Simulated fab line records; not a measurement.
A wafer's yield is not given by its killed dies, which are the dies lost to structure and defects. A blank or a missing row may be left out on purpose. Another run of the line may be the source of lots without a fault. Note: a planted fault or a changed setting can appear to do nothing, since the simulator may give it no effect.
Lot-split experiment | flow n5_finfet | on a route of 1938 steps: 7 lots, 21 wafers read

== THE SPLIT ITSELF ==
At N5_GATE_CUT_EXPOSE_10 (exposes mask GATE CUT, target cd 20 nm), the setting dose_mj was moved away from the recipe's 43.25 on 6 of the 21 wafers read, by -4.4% to +6.6%. The other wafers ran this setting at the recipe's value.

== FROM THE SPLIT TO THE READING: what the file shows between them, 2 steps ==
- N5_GATE_CUT_PEB_11: peb time 60 s
- N5_GATE_CUT_DEVELOP_12: develop time 30 s

== THE READING ==
Shown in nm: cd_nm at N5_GATE_CUT_CD_MEAS_13, with target cd 20 nm. On this fab line, fault-free wafers typically give 19.8 nm with a standard deviation of 0.32 nm.

wafer  | tool, chamber at the split | dose_mj as run | against the recipe | cd_nm, nm | against lot-mates on the recipe
L076.2 | euv_scanner-02, 0          | 43.25          | recipe             | 19.9      | -
L076.5 | euv_scanner-02, 0          | 43.25          | recipe             | 19.6      | -
L076.6 | euv_scanner-02, 0          | 43.25          | recipe             | 19.4      | -
L077.1 | euv_scanner-01, 0          | 46.09          | +6.6%              | 22.0      | +2.1
L077.2 | euv_scanner-01, 0          | 43.25          | recipe             | 19.9      | -
L077.4 | euv_scanner-01, 0          | 43.25          | recipe             | 20.0      | -
L082.1 | euv_scanner-02, 0          | 43.25          | recipe             | 20.0      | -
L082.4 | euv_scanner-02, 0          | 43.25          | recipe             | 19.9      | -
L082.5 | euv_scanner-02, 0          | 43.25          | recipe             | 20.1      | -
L083.2 | euv_scanner-02, 0          | 43.25          | recipe             | 20.1      | -
L083.3 | euv_scanner-02, 0          | 44.23          | +2.3%              | 20.6      | +0.7
L083.5 | euv_scanner-02, 0          | 43.25          | recipe             | 19.7      | -
L090.1 | euv_scanner-02, 0          | 41.35          | -4.4%              | 18.7      | -0.9
L090.2 | euv_scanner-02, 0          | 43.25          | recipe             | 19.6      | -
L090.5 | euv_scanner-02, 0          | 41.35          | -4.4%              | 18.4      | -1.2
L094.3 | euv_scanner-01, 0          | 44.87          | +3.7%              | 20.4      | +0.5
L094.4 | euv_scanner-01, 0          | 43.25          | recipe             | 20.2      | -
L094.6 | euv_scanner-01, 0          | 43.25          | recipe             | 19.6      | -
L096.1 | euv_scanner-02, 0          | 43.25          | recipe             | 20.1      | -
L096.2 | euv_scanner-02, 0          | 44.39          | +2.6%              | 20.6      | +0.6
L096.5 | euv_scanner-02, 0          | 43.25          | recipe             | 19.9      | -

FIT RESULTS
A straight line over all 21 wafers: cd_nm changes by +0.29 nm for each +1% of dose_mj; r = +0.94; the points scatter about the line by 0.25 nm.
The same after taking each lot's own level away (the mean of its wafers on the recipe; 21 wafers): +0.257 nm for each +1%; r = +0.94; scatter 0.21 nm.
The reading moves by 1.7 nm for the largest change in dose_mj, on that fit.
Across the lots, their own levels run from 19.60 to 20.00 nm, a range of 1.2 times the standard deviation given above.
So the lot-to-lot level changes the slope: the two fits differ.
Check: with one of the wafers moved furthest among these (+6.6%) left out of the fit, the line predicts +1.43 nm for it against its lot-mates. It came out at +2.05 nm against them.

== THE WHOLE CHAIN: every reading that the file lists as answering this split, in the file's order ==
step                   | what it does                                                       | reading                                                         | change (the file's fit)               | r (the file's)
N5_GATE_CUT_CD_MEAS_13 | target cd 20 nm                                                    | cd_nm                                                           | +0.257 nm for each +1% of the setting | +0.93
N5_GATE_CUT_DESCUM_18  | chemistry O2, time 7 s                                             | GATE_CUT.cd_nm (the simulator's own value, which no gauge read) | +0.235 nm for each +1% of the setting | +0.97
N5_GATE_CUT_ETCH_36    | etches SiARC in CF4, target depth 13 nm, time 21.7 s               | GATE_CUT.cd_nm (the simulator's own value, which no gauge read) | +0.237 nm for each +1% of the setting | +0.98
N5_GATE_CUT_ETCH_37    | etches SOC in N2/H2, target depth 60 nm, overetch 12 nm, time 90 s | GATE_CUT.cd_nm (the simulator's own value, which no gauge read) | +0.262 nm for each +1% of the setting | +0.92
N5_GATE_CUT_HM_OPEN_40 | chemistry C4F6/O2, target SiO2, target depth 139 nm, time 85.1 s   | GATE_CUT.cd_nm (the simulator's own value, which no gauge read) | +0.265 nm for each +1% of the setting | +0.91
N5_GATE_CUT_ETCH_19    | etches SiNx in CH3F/O2, target depth 53.7 nm, time 76.7 s          | GATE_CUT.cd_nm (the simulator's own value, which no gauge read) | +0.254 nm for each +1% of the setting | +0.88

== FILE'S OWN FIT ==
cd_nm changes by +0.257 nm for each +1% of dose_mj, r = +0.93.
